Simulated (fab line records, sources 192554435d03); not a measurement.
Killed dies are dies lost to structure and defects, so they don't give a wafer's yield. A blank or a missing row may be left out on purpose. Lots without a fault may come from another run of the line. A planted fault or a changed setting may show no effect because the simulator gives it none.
fab line records | flow n5_finfet
record lots=7 wafers=39
route steps=1938 shown MIM_BOT_ETCH@1866
start_h: hours from the record's first day to the start of the lot's first wafer shown | wait_h: hours since the lot's step before | " the same as in the row above | L1.1+2: a row that stands for several wafers | - no value, or no start given | * or withheld: withheld | < > ~ a bound
route shown NAME@n: a module of which the file shows steps, and the number in the route of the first | usual: mean/standard deviation of fault-free wafers | same: alike in all rows | chamber/n: place in a boat | sites: the reading at each site | _std_site: their standard deviation | _edge_site: outer sites' mean less inner sites' | radius_mm: how far each site lies from the wafer's centre | mask NAME#n: copy n | behind: the tool/chamber that last shaped the wafer | hold: why the lot was held/for how many hours/how that ended | device: the transistor (n, p or np) that didn't switch | end of line: the same wafers' tests at the end of the route | a step without rows: its recipe alone | killed: dies lost to structure and defects at the first sort, not the wafer's yield | map: a wafer's dies, x killed, . not, _ none there
set.NAME: the setting as run; set.NAME@STEP: as run at that earlier step | model.NAME: the simulator's own value behind a step, which no gauge read
lots whose settings were changed on purpose; a table a step, a row a wafer
## steps
# step N5_MIM_BOT_ETCH_ETCH_04
# recipe chemistry=CF4/O2 target=SiNx target_depth_a=260 time_s=13 ion_energy_ev=100 pressure_mtorr=40 source_w=535 bias_w=49 Ar_flow_sccm=100 cf4_flow_sccm=100 O2_flow_sccm=10
# columns lot.wafer tool chamber start_h wait_h set.time_s model.etch.depth_nm model.MIM_BOT_ETCH.cd_offset_nm
L075.1 rie_diel-06 3 275.77 0.0 13 26.52 0
L075.2 " 0 " " 13 25.75 0
L075.3 " 2 " " 13 25.69 0.2
L075.4 " 1 " " 13 26.07 0
L075.5 " 1 " " 13 26.11 0
L075.6 " 2 " " 13 25.82 0
L078.1 rie_diel-05 2 281.23 0.0 13 25.79 0
L078.2 " 3 " " 6.022 12.12 0.6
L078.3 " 1 " " 13 25.81 0
L078.4 " 0 " " 6.022 12.06 0.6
L078.5 " 2 " " 6.022 12.08 0.6
L078.6 " 1 " " 13 25.58 0
L080.1 rie_diel-05 1 295.46 0.0 13 26.02 0
L080.5 " 3 " " 13 26.06 -0.2
L080.6 " 0 " " 13 26.24 -0.2
L081.1 rie_diel-06 0 305.96 0.0 8.287 16.36 0.4
L081.2 " 1 " " 13 25.59 -0.2
L081.3 " 2 " " 8.287 16.42 0.4
L081.4 " 3 " " 8.287 16.94 0.4
L081.5 " 0 " " 13 25.48 0
L081.6 " 3 " " 13 26.49 0
L083.1 rie_diel-04 2 314.66 0.0 5.867 11.91 0.6
L083.2 " 3 " " 5.867 12.02 0.6
L083.3 " 1 " " 13 26.25 0
L083.4 " 3 " " 5.867 11.94 0.6
L083.5 " 1 " " 13 26.44 0
L083.6 " 2 " " 13 26.59 0
L091.1+5 rie_diel-06 2 361.58 0.0 6.121 12.06 0.6
L091.2 " 3 " " 6.121 12.4 0.6
L091.3 " 0 " " 13 25.55 0
L091.4 " 1 " " 13 25.5 0
L091.6 " 3 " " 13 26.25 0
L093.1 rie_diel-05 0 371.02 0.0 13 25.73 0
L093.2 " 1 " " 7.82 15.44 0.4
L093.3 " 2 " " 13 25.75 0
L093.4 " 2 " " 7.82 15.45 0.4
L093.5 " 0 " " 7.82 15.54 0.4
L093.6 " 1 " " 13 25.61 0
# step N5_MIM_BOT_ETCH_ETCH_03
# recipe chemistry=Cl2/BCl3 target_depth_a=120 pressure_mtorr=8 icp_w=800 bias_w=100 Cl2_flow_sccm=20 bcl3_flow_sccm=80
# usual oes_product_au=0.71/0.087
# columns lot.wafer tool chamber start_h wait_h set.time_s@MIM_BOT_ETCH_ETCH_04 oes_product_au
L075.1 rie_metal-01 1 275.85 0.1 13 0.68
L075.2 " 0 " " 13 0.72
L075.3 " 0 " " 13 0.71
L075.4 " 1 " " 13 0.68
L075.5 " 1 " " 13 0.68
L075.6 " 0 " " 13 0.71
L078.1 rie_metal-01 1 281.32 0.1 13 0.68
L078.2 " 0 " " 6.022 0.28
L078.3 " 0 " " 13 0.72
L078.4 " 1 " " 6.022 0.27
L078.5 " 1 " " 6.022 0.26
L078.6 " 0 " " 13 0.71
L080.1 rie_metal-03 0 295.55 0.1 13 0.76
L080.5 " 0 " " 13 0.77
L080.6 " 1 " " 13 0.87
L081.1 rie_metal-01 0 306.05 0.1 8.287 0.62
L081.2 " 1 " " 13 0.68
L081.3 " 0 " " 8.287 0.63
L081.4 " 1 " " 8.287 0.64
L081.5 " 1 " " 13 0.69
L081.6 " 0 " " 13 0.71
L083.1 rie_metal-02 0 314.75 0.1 5.867 0.25
L083.2 " 1 " " 5.867 0.25
L083.3 " 0 " " 13 0.64
L083.4 " 1 " " 5.867 0.25
L083.5 " 0 " " 13 0.65
L083.6 " 1 " " 13 0.65
L091.1 rie_metal-02 0 361.67 0.1 6.121 0.25
L091.2 " 0 " " 6.121 0.26
L091.3 " 0 " " 13 0.63
L091.4 " 0 " " 13 0.64
L091.5 " 0 " " 6.121 0.25
L091.6 " 0 " " 13 0.64
L093.1 rie_metal-01 0 371.11 0.1 13 0.69
L093.2 " 1 " " 7.82 0.50
L093.3 " 1 " " 13 0.66
L093.4 " 0 " " 7.82 0.52
L093.5 " 0 " " 7.82 0.54
L093.6 " 1 " " 13 0.66
# step N5_MIM_BOT_ETCH_ETCH_00
# recipe chemistry=Cl2/BCl3 target=TiN target_depth_a=455 ion_energy_ev=150 pressure_mtorr=10 icp_w=1000 bias_w=126 Cl2_flow_sccm=53.25 bcl3_flow_sccm=21.75 Ar_flow_sccm=25
# usual oes_product_au=0.72/0.087
# columns lot.wafer tool chamber start_h wait_h set.time_s@MIM_BOT_ETCH_ETCH_04 oes_product_au model.MIM_BOT_ETCH.cd_offset_nm
L075.1 rie_metal-01 1 275.94 0.1 13 0.68 0.2
L075.2 " 0 " " 13 0.72 0
L075.3 " 0 " " 13 0.71 0.4
L075.4 " 1 " " 13 0.68 0
L075.5 " 1 " " 13 0.68 0
L075.6 " 0 " " 13 0.70 0.2
L078.1 rie_metal-01 1 281.41 0.1 13 0.69 0
L078.2 " 0 " " 6.022 0.27 0.6
L078.3 " 0 " " 13 0.72 0
L078.4 " 1 " " 6.022 0.26 0.6
L078.5 " 1 " " 6.022 0.26 0.6
L078.6 " 0 " " 13 0.72 -0.4
L080.1 rie_metal-03 0 295.64 0.1 13 0.76 0.2
L080.5 " 0 " " 13 0.76 -0.2
L080.6 " 1 " " 13 0.86 -0.2
L081.1 rie_metal-01 0 306.14 0.1 8.287 0.63 0.4
L081.2 " 1 " " 13 0.68 -0.4
L081.3 " 0 " " 8.287 0.63 0.4
L081.4 " 1 " " 8.287 0.63 0.2
L081.5 " 1 " " 13 0.68 0.2
L081.6 " 0 " " 13 0.70 0
L083.1 rie_metal-02 0 314.84 0.1 5.867 0.25 0.6
L083.2 " 1 " " 5.867 0.25 0.6
L083.3 " 0 " " 13 0.64 0
L083.4 " 1 " " 5.867 0.25 0.6
L083.5 " 0 " " 13 0.65 -0.2
L083.6 " 1 " " 13 0.64 0
L091.1 rie_metal-02 0 361.85 0.1 6.121 0.25 0.6
L091.2 " 0 " " 6.121 0.25 0.8
L091.3 " 0 " " 13 0.63 0
L091.4 " 0 " " 13 0.63 0
L091.5 " 0 " " 6.121 0.25 0.8
L091.6 " 0 " " 13 0.63 0
L093.1 rie_metal-01 0 371.20 0.1 13 0.69 0
L093.2 " 1 " " 7.82 0.51 0.8
L093.3 " 1 " " 13 0.67 0.2
L093.4 " 0 " " 7.82 0.53 0.6
L093.5 " 0 " " 7.82 0.54 0
L093.6 " 1 " " 13 0.67 0
## key
split step=N5_MIM_BOT_ETCH_ETCH_04 setting=time_s stated=13 by=wafer
response step=N5_MIM_BOT_ETCH_ETCH_04 reading=model.etch.depth_nm change=+0.258 per=1% r=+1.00
response step=N5_MIM_BOT_ETCH_ETCH_04 reading=model.MIM_BOT_ETCH.cd_offset_nm change=-0.0112 per=1% r=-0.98
response step=N5_MIM_BOT_ETCH_ETCH_03 reading=oes_product_au change=+0.00633 per=1% r=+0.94
response step=N5_MIM_BOT_ETCH_ETCH_00 reading=oes_product_au change=+0.00633 per=1% r=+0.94
response step=N5_MIM_BOT_ETCH_ETCH_00 reading=model.MIM_BOT_ETCH.cd_offset_nm change=-0.0125 per=1% r=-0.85
